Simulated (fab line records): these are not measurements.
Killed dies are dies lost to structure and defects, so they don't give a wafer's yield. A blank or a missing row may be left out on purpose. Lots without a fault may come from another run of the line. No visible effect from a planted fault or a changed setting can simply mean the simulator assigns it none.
Which tool did it? | flow nand-harc | 14 lots with 42 wafers sampled at 4 steps, on a route of 1302 steps

## WHAT EACH GAUGE READ, for each wafer
NHARC_END_SORT_01. Usual: killed-at-array 57, standard deviation 18; killed-at-other 0.9, standard deviation 1.3; killed-at-periphery 3.5, standard deviation 2.2; killed-dies 62, standard deviation 18; killed-open 3.0, standard deviation 1.7; killed-short 2.3, standard deviation 1.5.
lot  | measured     | on        | killed-at-array | killed-at-other | killed-at-periphery | killed-dies | killed-open | killed-short | flag
L842 | day 31 13:04 | prober-01 | 55 48 45        | 0 0 0           | 76 64 61            | 131 112 106 | 1 3 2       | 1 0 1        | OFF
L844 | day 32 21:43 | prober-02 | 43 40 36        | 0 0 0           | 54 66 75            | 97 106 111  | 1 1 2       | 3 3 1        | OFF

## WHAT TOOL EACH LOT RAN ON (gives the tool, then ch and the chambers of the sampled wafers, and finally the start)
lot  | NHARC_P_CONTACT_ALD_22              | NHARC_THIN_TSV_CMP_01         | NHARC_THIN_TSV_ETCHBACK_48
L824 | ald-metal-03 ch 0,1,3, day 5 23:44  | cmp-04 ch 0,1,3, day 24 00:48 | rie-diel-12 ch 1,2, day 24 04:20
L825 | ald-metal-02 ch 0,1, day 6 10:12    | cmp-04 ch 0,1,2, day 24 01:55 | rie-diel-02 ch 2,3, day 24 05:42
L827 | ald-metal-03 ch 1,2, day 7 03:05    | cmp-03 ch 1,3, day 25 09:26   | rie-diel-02 ch 0,2,3, day 25 13:04
L828 | ald-metal-02 ch 0,1,3, day 7 10:32  | cmp-03 ch 0,1, day 24 19:36   | rie-diel-12 ch 0,3, day 24 23:09
L829 | ald-metal-02 ch 0,1,2, day 8 03:29  | cmp-04 ch 0,1,2, day 26 05:28 | rie-diel-02 ch 0,3, day 26 08:56
L830 | ald-metal-04 ch 0,2,3, day 8 04:22  | cmp-03 ch 2,3, day 27 04:13   | rie-diel-12 ch 0,2, day 27 07:49
L833 | ald-metal-03 ch 0,3, day 9 13:59    | cmp-04 ch 2,3, day 27 06:55   | rie-diel-12 ch 0,2,3, day 27 10:28
L834 | ald-metal-02 ch 0,1,2, day 10 10:58 | cmp-02 ch 0,1,2, day 28 05:51 | rie-diel-02 ch 0,2,3, day 28 09:19
L836 | ald-metal-02 ch 1,2, day 11 02:13   | cmp-04 ch 0,2,3, day 28 14:56 | rie-diel-12 ch 2,3, day 28 18:30
L842 | ald-metal-02 ch 0,1, day 13 12:19   | cmp-02 ch 1,2, day 30 20:37   | rie-diel-02 ch 0,1,3, day 31 00:20
L843 | ald-metal-04 ch 2,3, day 13 20:49   | cmp-03 ch 0,2,3, day 31 04:24 | rie-diel-12 ch 0,1,3, day 31 07:59
L844 | ald-metal-02 ch 0,2,3, day 14 10:58 | cmp-02 ch 0,2, day 32 02:27   | rie-diel-10 ch 0,2,3, day 32 05:57
L845 | ald-metal-04 ch 2,3, day 14 11:49   | cmp-02 ch 0,2, day 32 01:18   | rie-diel-12 ch 0,2, day 32 05:01
L847 | ald-metal-03 ch 0,2,3, day 15 10:35 | cmp-03 ch 0,2,3, day 33 02:28 | rie-diel-02 ch 0,1,2, day 33 06:07
- NHARC_P_CONTACT_ALD_22: deposits TiN, target thk 3 nm, pulse time 1 s, ald cycles 150.
- NHARC_THIN_TSV_CMP_01: polishes.
- NHARC_THIN_TSV_ETCHBACK_48: etches the open film in C4F8/Ar, target depth 1028.5 nm, time 405.17 s.

## AS READ BY THE TOOLS THEMSELVES (means over the sampled wafers that have a number; for cases with no such wafer, the mark the record gives instead)
NHARC_P_CONTACT_ALD_22. Usual: heater-power-w 1101 W, standard deviation 69; precursor-pulse-height-rel 0.999, standard deviation 0.018.
lot  | tool         | heater-power-w (W) | precursor-pulse-height-rel | flag
L824 | ald-metal-03 | 1069               | 1.004                      |
L825 | ald-metal-02 | 1136               | 1.007                      |
L827 | ald-metal-03 | 1072               | 0.995                      |
L828 | ald-metal-02 | 1110               | 1.007                      |
L829 | ald-metal-02 | 1167               | 1.005                      |
L830 | ald-metal-04 | 1144               | 1.001                      |
L833 | ald-metal-03 | 1035               | 1.001                      |
L834 | ald-metal-02 | 1142               | 1.000                      |
L836 | ald-metal-02 | 1179               | 0.998                      |
L842 | ald-metal-02 | 1124               | 1.019                      |
L843 | ald-metal-04 | 1133               | 0.999                      |
L844 | ald-metal-02 | 1119               | 0.999                      |
L845 | ald-metal-04 | 1134               | 0.997                      |
L847 | ald-metal-03 | 1045               | 0.994                      |

NHARC_THIN_TSV_CMP_01. Usual: motor-current-A 11.7 A, standard deviation 1.2; retaining-ring-pressure-frac 0.999, standard deviation 0.0052.
lot  | tool   | motor-current-A (A) | retaining-ring-pressure-frac | flag
L824 | cmp-04 | 10.5                | 0.998                        |
L825 | cmp-04 | 10.9                | 1.003                        |
L827 | cmp-03 | 12.1                | 1.001                        |
L828 | cmp-03 | 11.9                | 0.993                        |
L829 | cmp-04 | 11.2                | 0.999                        |
L830 | cmp-03 | 11.4                | 1.000                        |
L833 | cmp-04 | 11.3                | 1.002                        |
L834 | cmp-02 | 12.1                | 1.006                        |
L836 | cmp-04 | 11.9                | 0.994                        |
L842 | cmp-02 | 11.8                | 1.002                        |
L843 | cmp-03 | 11.9                | 1.006                        |
L844 | cmp-02 | 12.9                | 0.999                        |
L845 | cmp-02 | 12.1                | 0.997                        |
L847 | cmp-03 | 12.5                | 0.999                        |

NHARC_THIN_TSV_ETCHBACK_48. Usual: oes-product-au 0.95 a.u., standard deviation 0.033; rf-vpp-V 548 V, standard deviation 3.6.
lot  | tool        | oes-product-au (a.u.) | rf-vpp-V (V) | flag
L824 | rie-diel-12 | 0.93                  | 551          |
L825 | rie-diel-02 | 0.92                  | 545          |
L827 | rie-diel-02 | 1.00                  | 545          |
L828 | rie-diel-12 | 0.92                  | 550          |
L829 | rie-diel-02 | 0.95                  | 544          |
L830 | rie-diel-12 | 1.00                  | 549          |
L833 | rie-diel-12 | 1.00                  | 549          |
L834 | rie-diel-02 | 0.93                  | 546          |
L836 | rie-diel-12 | 0.99                  | 552          |
L842 | rie-diel-02 | 0.91                  | 546          |
L843 | rie-diel-12 | 0.99                  | 549          |
L844 | rie-diel-10 | 0.94                  | 549          |
L845 | rie-diel-12 | 1.00                  | 545          |
L847 | rie-diel-02 | 0.97                  | 546          |

## THE ANSWER, worked out from the rows above alone
Rule: a lot is off if the mean of its wafers that have a number lies more than 3 standard deviations from the usual mean. A lot without any number at a reading at which 4 lots or more have one is off too. All remaining lots with rows at the step are treated as sound. The gauges are gone through in route order, then the tools' own readings, and for those a lot's mean is taken as printed above. The first step at which some lot is off is used, and at that step the reading that is off furthest; a lot without a number counts as furthest.
Off: L842, L844, at NHARC_END_SORT_01 (killed-at-periphery). Neither off nor sound, because the step has no rows for them: L824, L825, L827, L828, L829, L830, L833, L834, L836, L843, L845, L847.
If a tool, at a process step before that reading, ran all the lots that are off and no sound lot after the first of them, it fits. Those tools and the gauges at NHARC_END_SORT_01 are tried in the same way. Undecided on this evidence; 2 tools fit (ald-metal-02 at NHARC_P_CONTACT_ALD_22, cmp-02 at NHARC_THIN_TSV_CMP_01).

## WHAT HAD BEEN PUT IN BY THE SIMULATOR
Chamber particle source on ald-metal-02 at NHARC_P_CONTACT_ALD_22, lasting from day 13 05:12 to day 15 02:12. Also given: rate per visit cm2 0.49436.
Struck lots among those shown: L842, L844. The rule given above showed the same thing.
